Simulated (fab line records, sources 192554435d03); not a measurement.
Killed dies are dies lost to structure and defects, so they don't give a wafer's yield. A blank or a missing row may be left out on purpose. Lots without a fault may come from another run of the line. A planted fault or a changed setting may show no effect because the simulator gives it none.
fab line records | flow n5_finfet
record lots=11 wafers=33 last_day=17
route steps=1938 shown BEOL_M7@1267 PASSIVATION@1936
lots that met no fault: from a run of the same line without faults
start_h: hours from the record's first day to the start of the lot's first wafer shown | wait_h: hours since the lot's step before | " the same as in the row above | L1.1+2: a row that stands for several wafers | - no value, or no start given | * or withheld: withheld | < > ~ a bound
route shown NAME@n: a module of which the file shows steps, and the number in the route of the first | usual: mean/standard deviation of fault-free wafers | same: alike in all rows | chamber/n: place in a boat | sites: the reading at each site | _std_site: their standard deviation | _edge_site: outer sites' mean less inner sites' | radius_mm: how far each site lies from the wafer's centre | mask NAME#n: copy n | behind: the tool/chamber that last shaped the wafer | hold: why the lot was held/for how many hours/how that ended | device: the transistor (n, p or np) that didn't switch | end of line: the same wafers' tests at the end of the route | a step without rows: its recipe alone | killed: dies lost to structure and defects at the first sort, not the wafer's yield | map: a wafer's dies, x killed, . not, _ none there
set.NAME: the setting as run; set.NAME@STEP: as run at that earlier step | model.NAME: the simulator's own value behind a step, which no gauge read
steps of the route over a sample of lots; a table a step, a row a wafer
services: from which hour (start_h, from the record's first day; less than 0 if before it) a tool's chamber was out of use, for how many hours, and why
## steps
# step N5_BEOL_M7_HM_DEP_02
# recipe material=TiN target_thk_a=200 temp_c=25 chamber_pressure_pa=0.49996
# usual substrate_temp_c=25.01/0.1 throttle_valve_pct=29.9/1
# columns lot.wafer tool chamber start_h wait_h substrate_temp_c throttle_valve_pct
L523.1 pvd_sputter-02 - 210.23 0.7 25.04 28.6
L523.3 " - " " 24.95 29.9
L523.6 " - " " 24.80 30.3
L524.1 pvd_sputter-01 - 219.97 1.4 25.14 30.8
L524.3 " - " " 24.98 29.9
L524.4 " - " " 24.96 27.6
L528.3 pvd_sputter-01 - 223.49 0.8 24.99 30.0
L528.5 " - " " 25.04 30.0
L528.6 " - " " 25.02 27.6
L531.2 pvd_sputter-03 - 245.59 0.4 24.95 30.6
L531.4 " - " " 24.89 29.8
L531.5 " - " " 24.97 31.8
L529.2 pvd_sputter-03 - 255.48 0.6 24.89 30.0
L529.3 " - " " 25.05 29.5
L529.4 " - " " 25.01 31.6
L533.1 pvd_sputter-01 - 266.12 1.4 25.00 27.4
L533.2 " - " " 25.06 30.2
L533.3 " - " " 24.94 29.7
L535.1 pvd_sputter-01 - 279.53 0.7 24.92 29.8
L535.2 " - " " 24.97 27.5
L535.4 " - " " 24.94 30.5
L538.1 pvd_sputter-02 - 302.10 1.0 24.95 29.6
L538.3 " - " " 25.17 30.1
L538.6 " - " " 25.09 30.0
L544.2 pvd_sputter-01 - 325.36 0.6 25.03 30.2
L544.3 " - " " 24.96 30.4
L544.4 " - " " 25.08 30.6
L542.3 pvd_sputter-03 - 328.16 1.6 25.03 29.7
L542.4 " - " " 24.87 29.6
L542.5 " - " " 24.91 31.3
L545.1 pvd_sputter-03 - 331.51 0.4 24.91 30.3
L545.4 " - " " 25.01 29.5
L545.5 " - " " 24.98 31.7
# step N5_BEOL_M7_COAT_22
# recipe resist=CAR-EUV spin_rpm=1500 resist_thk_nm=30
# usual spin_speed_rpm=1500.1/1
# columns lot.wafer tool chamber start_h wait_h spin_speed_rpm
L523.1 litho_track-03 0 211.63 - 1499.8
L523.3 " 0 " " 1501.3
L523.6 " 0 " " 1500.8
L524.1 litho_track-03 0 221.06 - 1499.3
L524.3 " 0 " " 1499.5
L524.4 " 0 " " 1500.3
L528.3 litho_track-02 0 226.19 - 1498.6
L528.5 " 0 " " 1499.2
L528.6 " 0 " " 1497.6
L531.2 litho_track-02 0 247.48 - 1500.2
L531.4 " 0 " " 1499.1
L531.5 " 0 " " 1498.8
L529.2 litho_track-03 0 256.74 - 1500.3
L529.3 " 0 " " 1498.9
L529.4 " 0 " " 1499.6
L533.1 litho_track-02 0 267.35 - 1498.5
L533.2 " 0 " " 1501.1
L533.3 " 0 " " 1498.8
L535.1 litho_track-02 0 281.95 - 1498.4
L535.2 " 0 " " 1500.2
L535.4 " 0 " " 1499.2
L538.1 litho_track-02 0 305.49 - 1549.0
L538.3 " 0 " " 1549.1
L538.6 " 0 " " 1548.6
L544.2 litho_track-04 0 326.93 - 1499.2
L544.3 " 0 " " 1500.1
L544.4 " 0 " " 1499.5
L542.3 litho_track-02 0 329.88 - 1548.8
L542.4 " 0 " " 1548.7
L542.5 " 0 " " 1550.8
L545.1 litho_track-04 0 334.73 - 1499.1
L545.4 " 0 " " 1500.8
L545.5 " 0 " " 1500.2
# step N5_BEOL_M7_OVL_MEAS_29
# recipe points_per_wafer=522
# usual V6_OVL=0.0/0.73
# columns lot.wafer tool chamber start_h wait_h V6_OVL[nm]
L523.1 overlay-02 0 212.04 0.0 0.1
L523.3 " 0 " " 0.3
L523.6 " 0 " " -0.7
L524.1 overlay-02 0 221.48 0.0 -0.9
L524.3 " 0 " " -0.5
L524.4 " 0 " " -0.5
L528.3 overlay-01 0 226.49 0.0 1.2
L528.5 " 0 " " 0.9
L528.6 " 0 " " -0.1
L531.2 overlay-01 0 247.78 0.0 -0.2
L531.4 " 0 " " 0.0
L531.5 " 0 " " 0.2
L529.2 overlay-01 0 257.12 0.0 -1.0
L529.3 " 0 " " 0.1
L529.4 " 0 " " 0.1
L533.1 overlay-02 0 267.65 0.0 1.8
L533.2 " 0 " " 0.4
L533.3 " 0 " " 0.6
L535.1 overlay-02 0 282.24 0.0 -0.4
L535.2 " 0 " " -0.8
L535.4 " 0 " " -0.7
L538.1 overlay-02 0 305.91 0.0 -0.5
L538.3 " 0 " " -0.1
L538.6 " 0 " " 0.7
L544.2 overlay-01 0 327.38 0.0 -0.5
L544.3 " 0 " " -0.7
L544.4 " 0 " " -1.0
L542.3 overlay-01 0 330.19 0.0 -0.7
L542.4 " 0 " " -0.6
L542.5 " 0 " " -1.4
L545.1 overlay-02 0 335.04 0.0 0.6
L545.4 " 0 " " 0.2
L545.5 " 0 " " 0.6
# step N5_BEOL_M7_DESCUM_33
# recipe chemistry=O2 time_s=7 source_power_w=50 bias_power_w=20 pressure_mtorr=20 rf_frequency_hz=2.712e+07 temp_c=40 resist=CAR-EUV o2_flow_sccm=225
# usual chamber_pressure_mTorr=20.001/0.018 drypump_motor_current_A=5.8/0.42 o2_flow_sccm=225.0/0.68 oes_product_au=0.79/0.088 rf_vpp_V=242.7/1.2 showerhead_plenum_p_Torr=2.06/0.053 throttle_valve_pct=20.45/0.24
# columns lot.wafer tool chamber start_h wait_h chamber_pressure_mTorr drypump_motor_current_A o2_flow_sccm oes_product_au rf_hours_counter_h rf_vpp_V showerhead_plenum_p_Torr throttle_valve_pct
L523.1 rie_diel-01 2 212.14 0.0 20.003 5.8 225.2 0.77 169 243.9 2.11 20.58
L523.3 " 3 " " 20.001 6.2 225.5 0.74 159 241.2 2.02 20.50
L523.6 " 0 " " 19.992 6.3 224.6 0.93 - 241.9 2.05 20.03
L524.1 rie_diel-01 2 221.57 0.0 20.012 5.9 224.0 0.76 172 243.6 2.11 20.60
L524.3 " 0 " " 19.987 6.4 224.6 0.94 16 242.8 2.05 20.04
L524.4 " 1 " " 20.005 5.4 225.1 0.73 182 242.3 1.98 20.14
L528.3 rie_diel-06 3 226.57 0.0 19.986 5.2 225.4 0.72 217 244.6 2.15 20.68
L528.5 " 2 " " 20.004 6.2 223.2 0.71 - 243.8 2.08 20.88
L528.6 " 1 " " 19.978 5.5 224.9 0.73 - 242.5 2.09 20.07
L531.2 rie_diel-06 1 247.86 0.0 19.971 5.5 225.5 0.72 183 242.7 2.09 20.10
L531.4 " 2 " " 19.992 6.2 223.3 0.70 209 243.3 2.08 20.92
L531.5 " 0 " " 19.998 5.6 225.8 0.91 - 241.9 2.07 20.65
L529.2 rie_diel-06 2 257.21 0.0 20.010 6.2 224.9 0.71 212 243.0 2.08 20.91
L529.3 " 3 " " 19.974 5.2 224.6 0.71 226 245.0 2.15 20.67
L529.4 " 1 " " 20.007 5.5 224.8 0.72 185 243.6 2.09 20.09
L533.1 rie_diel-06 0 267.74 0.0 19.969 5.6 224.9 0.90 21 241.9 2.07 20.66
L533.2 " 3 " " 19.971 5.2 224.5 0.71 230 245.1 2.15 20.68
L533.3 " 1 " " 19.999 5.5 224.6 0.72 189 242.3 2.09 20.10
L535.1 rie_diel-02 1 282.42 0.1 20.015 5.8 225.4 0.96 17 243.6 2.03 20.56
L535.2 " 3 " " 20.005 6.3 224.0 0.80 107 244.6 2.10 20.45
L535.4 " 2 " " 19.996 6.0 226.1 0.69 198 244.0 2.15 20.61
L538.1 rie_diel-02 2 306.95 1.0 20.032 6.1 224.7 0.69 210 243.9 2.14 20.63
L538.3 " 0 " " 20.014 5.0 225.4 0.81 85 243.2 2.02 20.40
L538.6 " 0 " " 20.012 5.0 226.5 0.82 - 242.0 2.02 20.39
L544.2 rie_diel-01 1 327.47 0.0 19.994 5.4 225.3 0.71 220 241.0 1.96 20.18
L544.3 " 2 " " 20.030 5.9 225.3 0.74 208 243.0 2.09 20.64
L544.4 " 3 " " 19.995 6.2 224.9 0.73 190 241.3 2.01 20.52
L542.3 rie_diel-02 3 330.27 0.0 19.983 6.3 225.6 0.79 121 244.2 2.09 20.46
L542.4 " 1 " " 20.014 5.8 224.9 0.92 37 242.2 2.03 20.56
L542.5 " 2 " " 20.020 6.0 224.5 0.68 - 243.7 2.14 20.64
L545.1 rie_diel-01 3 335.13 0.0 19.994 6.2 224.9 0.72 191 241.0 2.01 20.54
L545.4 " 1 " " 20.002 5.4 226.0 0.70 222 240.8 1.96 20.18
L545.5 " 0 " " 20.006 6.3 225.4 0.86 - 243.4 2.04 20.10
# step N5_PASSIVATION_PROBE_49
# usual defect_limited_yield=91.2/1.5 killed_at_M0_to_M3=34/11 killed_at_M4_up=14/5.4 killed_at_contacts=12/5.9 killed_at_front_end=40/12 killed_at_other=4/3.3 killed_dies=103/18 killed_open=68/13 killed_short=34/7.5 sort_bin_5_function=5.1/1 sort_bin_6_memory=3.3/0.7 sort_n_pass=1076/18 sort_yield_pct=91.2/1.5
# same gross_dies=1180 killed_at_back_side=0 sort_bin_4_leakage[%]=0 sort_bin_8_speed[%]=0
# columns lot.wafer tool chamber start_h wait_h defect_limited_yield[%] killed_at_M0_to_M3 killed_at_M4_up killed_at_contacts killed_at_front_end killed_at_other killed_dies killed_open killed_short sort_bin_5_function[%] sort_bin_6_memory[%] sort_n_pass sort_yield_pct[%]
L528.3 prober-02 - 311.13 0.1 90.3 44 20 15 31 4 114 83 31 5.6 3.9 1066 90.3
L528.5 prober-02 - 311.23 0.2 88.6 45 18 9 52 10 134 80 54 6.7 4.1 1046 88.6
L528.6 prober-02 - 311.28 0.3 92.5 32 10 7 39 0 88 57 29 4.7 2.3 1092 92.5
L535.1 prober-01 - 359.48 0.0 92.0 27 21 4 41 1 94 66 28 5.0 2.6 1086 92.0
L535.2 prober-01 - 359.53 0.1 92.5 31 12 9 36 1 89 51 36 4.1 2.9 1091 92.5
L535.4 prober-01 - 359.63 0.2 90.8 26 28 10 42 3 109 75 33 5.3 3.6 1071 90.8
L538.1 prober-02 - 391.06 0.0 91.3 25 8 5 59 6 103 72 31 5.8 2.9 1077 91.3
L538.3 prober-02 - 391.16 0.1 90.4 35 14 15 46 3 113 75 37 5.3 4.2 1067 90.4
L538.6 prober-02 - 391.31 0.3 92.0 26 18 3 45 2 94 67 26 5.9 1.8 1086 92.0
L542.3 prober-01 - 414.84 0.1 91.8 24 21 10 34 8 97 65 32 4.2 3.4 1083 91.8
L542.4 prober-01 - 414.89 0.2 92.6 30 15 6 33 3 87 54 33 4.5 2.8 1093 92.6
L542.5 prober-01 - 414.94 0.2 94.2 16 18 10 20 4 68 44 23 3.2 2.3 1112 94.2
# killed by level:class
L528.3 MOL_CONTACT_COAG:geometric_particle:open=15 FIN_SAQP:geometric_particle:open=12 BEOL_M0_SAQP:geometric_particle:short=10 BEOL_M0_SAQP:geometric_particle:open=10 BEOL_M3:geometric_particle:open=10 BEOL_M4:geometric_particle:open=9 STI_FIN_REVEAL:geometric_particle:open=8 BEOL_M3:geometric_particle:short=7
L528.5 FIN_SAQP:geometric_particle:open=23 FIN_SAQP:geometric_particle:short=13 BEOL_M0_SAQP:geometric_particle:short=13 BEOL_M0_SAQP:geometric_particle:open=10 BEOL_M4:geometric_particle:open=9 MOL_CONTACT_COAG:geometric_particle:open=8 BEOL_M3:geometric_particle:open=6 DUMMY_GATE:geometric_particle:open=5
L528.6 FIN_SAQP:geometric_particle:open=7 BEOL_M0_SAQP:geometric_particle:open=7 BEOL_M2:geometric_particle:open=7 GATE_CUT:geometric_particle:short=6 MOL_CONTACT_COAG:geometric_particle:open=6 BEOL_M0_SAQP:geometric_particle:short=6 FIN_SAQP:geometric_particle:short=5 STI_FIN_REVEAL:geometric_particle:open=5
L535.1 BEOL_M4:geometric_particle:open=11 FIN_SAQP:geometric_particle:open=10 FIN_SAQP:geometric_particle:short=7 BEOL_M0_SAQP:geometric_particle:open=6 BEOL_M2:geometric_particle:open=6 STI_FIN_REVEAL:geometric_particle:open=5 BEOL_M3:geometric_particle:open=5 BEOL_M0_SAQP:geometric_particle:short=4
L535.2 BEOL_M0_SAQP:geometric_particle:short=11 BEOL_M0_SAQP:geometric_particle:open=10 ILD0:geometric_particle:short=8 MOL_CONTACT_COAG:geometric_particle:open=8 FIN_SAQP:geometric_particle:open=5 FIN_SAQP:geometric_particle:short=5 STI_FIN_REVEAL:geometric_particle:open=4 BEOL_M3:geometric_particle:open=4
L535.4 BEOL_M4:geometric_particle:open=17 FIN_SAQP:geometric_particle:short=16 FIN_SAQP:geometric_particle:open=14 MOL_CONTACT_COAG:geometric_particle:open=10 BEOL_M0_SAQP:geometric_particle:open=7 BEOL_M0:geometric_particle:open=6 ILD0:geometric_particle:short=4 BEOL_M0_SAQP:geometric_particle:short=4
L538.1 STI_FIN_REVEAL:geometric_particle:open=17 FIN_SAQP:geometric_particle:open=9 BEOL_M3:geometric_particle:open=9 FIN_SAQP:geometric_particle:short=7 DUMMY_GATE:geometric_particle:open=7 STI_FIN_REVEAL:geometric_particle:short=6 MOL_CONTACT_COAG:geometric_particle:open=4 BEOL_M1:geometric_particle:open=4
L538.3 FIN_SAQP:geometric_particle:open=13 STI_FIN_REVEAL:geometric_particle:open=12 BEOL_M2:geometric_particle:open=12 FIN_SAQP:geometric_particle:short=10 MOL_CONTACT_COAG:geometric_particle:open=10 BEOL_M3:geometric_particle:open=7 MOL_CONTACT_COAG:geometric_particle:short=5 BEOL_M4:geometric_particle:open=5
L538.6 STI_FIN_REVEAL:geometric_particle:open=10 DUMMY_GATE:geometric_particle:open=9 BEOL_M4:geometric_particle:open=8 BEOL_M3:geometric_particle:open=6 FIN_SAQP:geometric_particle:open=5 BEOL_M2:geometric_particle:open=5 FIN_SAQP:geometric_particle:short=4 FIN_CUT:geometric_particle:short=4
L542.3 MOL_CONTACT_COAG:geometric_particle:open=10 BEOL_M1:geometric_particle:open=8 STI_FIN_REVEAL:geometric_particle:open=7 BEOL_M0_SAQP:geometric_particle:open=7 BEOL_M4:geometric_particle:open=5 PASS1_CAP:geometric_particle:open=5 DUMMY_GATE:geometric_particle:open=4 DUMMY_GATE:geometric_particle:short=4
L542.4 BEOL_M1:geometric_particle:open=9 BEOL_M0_SAQP:geometric_particle:open=8 BEOL_M0_SAQP:geometric_particle:short=8 FIN_SAQP:geometric_particle:short=7 MOL_CONTACT_COAG:geometric_particle:open=6 FIN_SAQP:geometric_particle:open=5 STARTING-WAFER:geometric_particle:short=5 BEOL_M7:geometric_particle:open=4
L542.5 MOL_CONTACT_COAG:geometric_particle:open=8 BEOL_M0_SAQP:geometric_particle:short=6 DUMMY_GATE:geometric_particle:open=5 BEOL_M4:geometric_particle:open=5 GATE_CUT:geometric_particle:open=3 BEOL_M0:geometric_particle:open=3 BEOL_M2:geometric_particle:open=3 BEOL_M5:geometric_particle:open=3
## services
# columns tool chamber start_h hours kind
rie_diel-06 2 204.70 3.3 repair
rie_diel-02 1 208.27 - clean
rie_diel-02 1 208.27 - consumable_replace:focus_ring
rie_diel-02 1 208.27 17.2 scheduled_down
rie_diel-02 1 208.27 17.2 vent_cycle
rie_diel-02 0 242.88 8.6 repair
rie_diel-06 - 246.07 0.3 repair
pvd_sputter-02 - 281.96 0.5 repair
rie_diel-06 - 291.33 15.6 pm
rie_diel-02 3 315.13 4.7 repair
## key
first_sign step=N5_BEOL_M7_COAT_22 reading=spin_speed_rpm direction=up sigmas=48 usual=* struck=*
effect none on later readings
met_at N5_BEOL_M7_COAT_22
struck_lots L538,L542
not_acting_at N5_BEOL_M7_HM_DEP_02,N5_BEOL_M7_OVL_MEAS_29,N5_BEOL_M7_DESCUM_33
onset_between 281.95 305.49
fault kind=process_parameter_drift tool=litho_track-02 chamber=- onset_h=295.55 steps=N5_BEOL_M7_COAT_22 channel=spin_rpm offset=* shape=step end_h=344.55 acts_in=* stated=*
